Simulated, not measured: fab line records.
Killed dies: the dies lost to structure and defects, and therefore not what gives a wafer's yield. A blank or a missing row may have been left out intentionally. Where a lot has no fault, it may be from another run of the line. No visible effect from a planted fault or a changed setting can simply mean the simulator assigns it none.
fab line records | flow nand_harc
record: lots: 6 | wafers: 18 | last_day: 24
route steps=1159 shown A_SOURCE_PLATE@416 A_ONON_D1@424
lots untouched by any fault: they come from a run of this same line in which no faults occurred
start_h: hours from the record's opening day to when the first of the lot's shown wafers began | wait_h: hours elapsed since this lot's preceding step | " identical to the entry in the row above | L1.1+2: one row covering several wafers at once | - either no value or no given start | * or withheld: withheld | < > ~ a bound
route shown NAME@n: NAME is a module with steps in the file, n the number in the route of the first one | usual: mean/standard deviation of fault-free wafers | same: alike in all rows | chamber/n: place in a boat | sites: readings site by site | _std_site: standard deviation of those values | _edge_site: mean of outer sites minus mean of inner sites | radius_mm: how far each site lies from the wafer's centre | mask NAME#n: copy n | behind: tool/chamber where the wafer was last shaped | hold: cause of the lot's hold/its duration in hours/its outcome | device: the transistor (n, p or np) that didn't switch | end of line: at the end of the route, the tests of the same wafers | a step given without rows: its recipe and nothing more | killed: count of dies lost to structure and defects at first sort (not the wafer's yield) | map: dies across one wafer; x = killed, . = not, _ = none there
set.NAME: the setting that was run; set.NAME@STEP: the one run at that earlier step | model.NAME: the simulator's own value behind a step, which no gauge read
certain route steps with their lots: each step a table, each wafer a row
services: a tool's chamber out of use, with start hour (start_h, from the record's first day; less than 0 if before it), hours out, and reason
== steps ==
step: NHARC_A_SOURCE_PLATE_THK_MEAS_09
recipe: thk_meas_gauge: ellipsometry
usual: thk_nm: 9.8/1
lot.wafer | tool          | chamber | start_h | wait_h | thk_nm
L953.1    | film_metro-02 | -       | 150.18  | 0.4    | 9.1
L953.5    | "             | -       | "       | "      | 11.0
L953.6    | "             | -       | "       | "      | 10.5
L961.1    | film_metro-02 | -       | 198.95  | 0.4    | 10.7
L961.3    | "             | -       | "       | "      | 9.7
L961.4    | "             | -       | "       | "      | 10.4
L965.1    | film_metro-01 | -       | 219.94  | 0.4    | 7.6
L965.5    | "             | -       | "       | "      | 10.4
L965.6    | "             | -       | "       | "      | 9.2
L964.1    | film_metro-01 | -       | 219.97  | 0.4    | 11.1
L964.2    | "             | -       | "       | "      | 9.1
L964.6    | "             | -       | "       | "      | 9.1
L971.2    | film_metro-01 | -       | 252.67  | 0.4    | 9.5
L971.3    | "             | -       | "       | "      | 9.3
L971.4    | "             | -       | "       | "      | 10.9
L974.1    | film_metro-01 | -       | 279.29  | 0.4    | 11.0
L974.2    | "             | -       | "       | "      | 9.5
L974.5    | "             | -       | "       | "      | 8.4
step: NHARC_A_SOURCE_PLATE_PVD_04
recipe: target_thk_a: 500 | material: WSi2
step: NHARC_A_SOURCE_PLATE_CVD_03
recipe: target_thk_a: 2000 | temp_c: 620 | pressure_mtorr: 200 | time_s: 4000 | material: poly-Si
step: NHARC_A_SOURCE_PLATE_ANNEAL_05
recipe: temp_c: 850 | time_s: 1800
step: NHARC_A_SOURCE_PLATE_THK_MEAS_06
recipe: thk_meas_gauge: ellipsometry
usual: thk_nm: 199.3/2.4
lot.wafer | tool          | chamber | start_h | wait_h | thk_nm
L953.1    | film_metro-01 | -       | 163.21  | 0.4    | 201.1
L953.5    | "             | -       | "       | "      | 198.3
L953.6    | "             | -       | "       | "      | 202.3
L961.1    | film_metro-01 | -       | 212.61  | 0.4    | 202.5
L961.3    | "             | -       | "       | "      | 201.7
L961.4    | "             | -       | "       | "      | 200.9
L964.1    | film_metro-02 | -       | 233.06  | 0.4    | 203.0
L964.2    | "             | -       | "       | "      | 201.5
L964.6    | "             | -       | "       | "      | 200.3
L965.1    | film_metro-01 | -       | 233.06  | 0.4    | 200.4
L965.5    | "             | -       | "       | "      | 200.1
L965.6    | "             | -       | "       | "      | 198.5
L971.2    | film_metro-01 | -       | 265.55  | 0.4    | 198.5
L971.3    | "             | -       | "       | "      | 198.9
L971.4    | "             | -       | "       | "      | 197.4
L974.1    | film_metro-01 | -       | 292.47  | 0.4    | 202.9
L974.2    | "             | -       | "       | "      | 204.0
L974.5    | "             | -       | "       | "      | 203.6
step: NHARC_A_SOURCE_PLATE_INSPECT_08
usual: raw_defect_count: 62/29
lot.wafer | tool              | chamber | start_h | wait_h | raw_defect_count
L953.1    | defect_inspect-02 | -       | 163.28  | 0.0    | 128
L953.5    | "                 | -       | "       | "      | 94
L953.6    | "                 | -       | "       | "      | 152
L961.1    | defect_inspect-01 | -       | 212.67  | 0.0    | 67
L961.3    | "                 | -       | "       | "      | 111
L961.4    | "                 | -       | "       | "      | 85
L965.1    | defect_inspect-01 | -       | 233.14  | 0.0    | 69
L965.5    | "                 | -       | "       | "      | 39
L965.6    | "                 | -       | "       | "      | 59
L964.1    | defect_inspect-02 | -       | 233.14  | 0.0    | 47
L964.2    | "                 | -       | "       | "      | 71
L964.6    | "                 | -       | "       | "      | 61
L971.2    | defect_inspect-01 | -       | 265.66  | 0.0    | 62
L971.3    | "                 | -       | "       | "      | 73
L971.4    | "                 | -       | "       | "      | 39
L974.1    | defect_inspect-01 | -       | 292.53  | 0.0    | 48
L974.2    | "                 | -       | "       | "      | 44
L974.5    | "                 | -       | "       | "      | 50
step: NHARC_A_ONON_D1_DEP_00
recipe: target_thk_a: 10000 | n2_flow_sccm: 2750 | n2o_flow_sccm: 2000 | nh3_flow_sccm: 500 | sih4_flow_sccm: 210 | temp_c: 400
step: NHARC_A_ONON_D1_THK_MEAS_02
recipe: thk_meas_gauge: ellipsometry
usual: thk_nm: 999/9.6
lot.wafer | tool          | chamber | start_h | wait_h | thk_nm
L953.1    | film_metro-02 | -       | 164.19  | -      | 984
L953.5    | "             | -       | "       | "      | 986
L953.6    | "             | -       | "       | "      | 988
L961.1    | film_metro-01 | -       | 213.26  | -      | 997
L961.3    | "             | -       | "       | "      | 998
L961.4    | "             | -       | "       | "      | 1000
L964.1    | film_metro-01 | -       | 233.72  | -      | 999
L964.2    | "             | -       | "       | "      | 999
L964.6    | "             | -       | "       | "      | 1001
L965.1    | film_metro-01 | -       | 233.73  | -      | 1006
L965.5    | "             | -       | "       | "      | 1006
L965.6    | "             | -       | "       | "      | 1005
L971.2    | film_metro-01 | -       | 266.24  | -      | 1001
L971.3    | "             | -       | "       | "      | 1002
L971.4    | "             | -       | "       | "      | 1003
L974.1    | film_metro-02 | -       | 293.28  | -      | 989
L974.2    | "             | -       | "       | "      | 991
L974.5    | "             | -       | "       | "      | 990
step: NHARC_A_ONON_D1_DEP_03
recipe: target_thk_a: 10000 | n2_flow_sccm: 2750 | n2o_flow_sccm: 2000 | nh3_flow_sccm: 500 | sih4_flow_sccm: 210 | temp_c: 400
step: NHARC_A_ONON_D1_THK_MEAS_05
recipe: thk_meas_gauge: ellipsometry
usual: thk_nm: 1001/10
lot.wafer | tool          | chamber | start_h | wait_h | thk_nm
L953.1    | film_metro-01 | -       | 164.77  | -      | 990
L953.5    | "             | -       | "       | "      | 993
L953.6    | "             | -       | "       | "      | 991
L961.1    | film_metro-01 | -       | 213.85  | -      | 986
L961.3    | "             | -       | "       | "      | 985
L961.4    | "             | -       | "       | "      | 984
L964.1    | film_metro-02 | -       | 234.28  | -      | 1003
L964.2    | "             | -       | "       | "      | 1004
L964.6    | "             | -       | "       | "      | 1004
L965.1    | film_metro-02 | -       | 234.41  | -      | 1025
L965.5    | "             | -       | "       | "      | 1027
L965.6    | "             | -       | "       | "      | 1025
L971.2    | film_metro-02 | -       | 266.81  | -      | 993
L971.3    | "             | -       | "       | "      | 992
L971.4    | "             | -       | "       | "      | 993
L974.1    | film_metro-01 | -       | 293.85  | -      | 998
L974.2    | "             | -       | "       | "      | 999
L974.5    | "             | -       | "       | "      | 1000
step: NHARC_A_ONON_D1_DEP_06
recipe: target_thk_a: 10000 | n2_flow_sccm: 2750 | n2o_flow_sccm: 2000 | nh3_flow_sccm: 500 | sih4_flow_sccm: 210 | temp_c: 400
usual: susceptor_temp_C: 400.00/0.21
lot.wafer | tool          | chamber | start_h | wait_h | susceptor_temp_C
L953.1    | pecvd_onon-02 | 0       | 164.82  | 0.1    | 399.77
L953.5    | "             | 0       | "       | "      | 399.24
L953.6    | "             | 0       | "       | "      | 399.31
L961.1    | pecvd_onon-02 | 0       | 213.91  | 0.1    | 422.84
L961.3    | "             | 0       | "       | "      | 422.77
L961.4    | "             | 0       | "       | "      | 422.88
L964.1    | pecvd_onon-02 | 0       | 234.34  | 0.1    | 423.27
L964.2    | "             | 0       | "       | "      | 423.26
L964.6    | "             | 0       | "       | "      | 423.02
L965.1    | pecvd_onon-04 | 0       | 234.46  | 0.1    | 399.97
L965.5    | "             | 0       | "       | "      | 400.15
L965.6    | "             | 0       | "       | "      | 400.22
L971.2    | pecvd_onon-03 | 0       | 266.92  | 0.1    | 399.85
L971.3    | "             | 0       | "       | "      | 400.26
L971.4    | "             | 0       | "       | "      | 399.95
L974.1    | pecvd_onon-03 | 0       | 293.91  | 0.1    | 400.21
L974.2    | "             | 0       | "       | "      | 400.04
L974.5    | "             | 0       | "       | "      | 400.41
step: NHARC_A_ONON_D1_THK_MEAS_08
recipe: thk_meas_gauge: ellipsometry
usual: thk_nm: 1000/11
lot.wafer | tool          | chamber | start_h | wait_h | thk_nm
L953.1    | film_metro-02 | -       | 165.33  | -      | 1003
L953.5    | "             | -       | "       | "      | 1004
L953.6    | "             | -       | "       | "      | 1002
L961.1    | film_metro-01 | -       | 214.41  | -      | 988
L961.3    | "             | -       | "       | "      | 989
L961.4    | "             | -       | "       | "      | 990
L964.1    | film_metro-02 | -       | 234.85  | -      | 1009
L964.2    | "             | -       | "       | "      | 1010
L964.6    | "             | -       | "       | "      | 1009
L965.1    | film_metro-01 | -       | 234.98  | -      | 1010
L965.5    | "             | -       | "       | "      | 1009
L965.6    | "             | -       | "       | "      | 1011
L971.2    | film_metro-01 | -       | 267.38  | -      | 1008
L971.3    | "             | -       | "       | "      | 1010
L971.4    | "             | -       | "       | "      | 1009
L974.1    | film_metro-02 | -       | 294.42  | -      | 994
L974.2    | "             | -       | "       | "      | 992
L974.5    | "             | -       | "       | "      | 994
== services ==
tool          | chamber | start_h | hours | kind
pecvd_onon-03 | -       | 153.00  | 13.0  | pm
pecvd_onon-04 | -       | 237.00  | 13.0  | pm
pecvd_onon-02 | -       | 292.00  | 13.0  | pm
== key ==
first_sign: step: NHARC_A_ONON_D1_DEP_06 | reading: susceptor_temp_C | direction: up | sigmas: 99+ | usual: * | struck: *
effect none on later readings
met_at NHARC_A_ONON_D1_DEP_06
struck_wafers L961.1,L961.3,L961.4,L964.1,L964.2,L964.6
tester_left_out L961,L964
onset_between 164.82 213.91
fault: kind: process_parameter_drift | tool: pecvd_onon-02 | chamber: - | onset_h: 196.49 | steps: NHARC_A_ONON_D1_DEP_06 | channel: temp_c | offset: * | shape: step | end_h: 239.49 | acts_in: * | stated: *
tester_left_out: of these lots the tester's yield and bins aren't shown, on N5 and GAA mostly nor the transistor test; their killed dies are dies lost to structure and defects alone, not to doping, threshold or leakage, so they don't give the yield
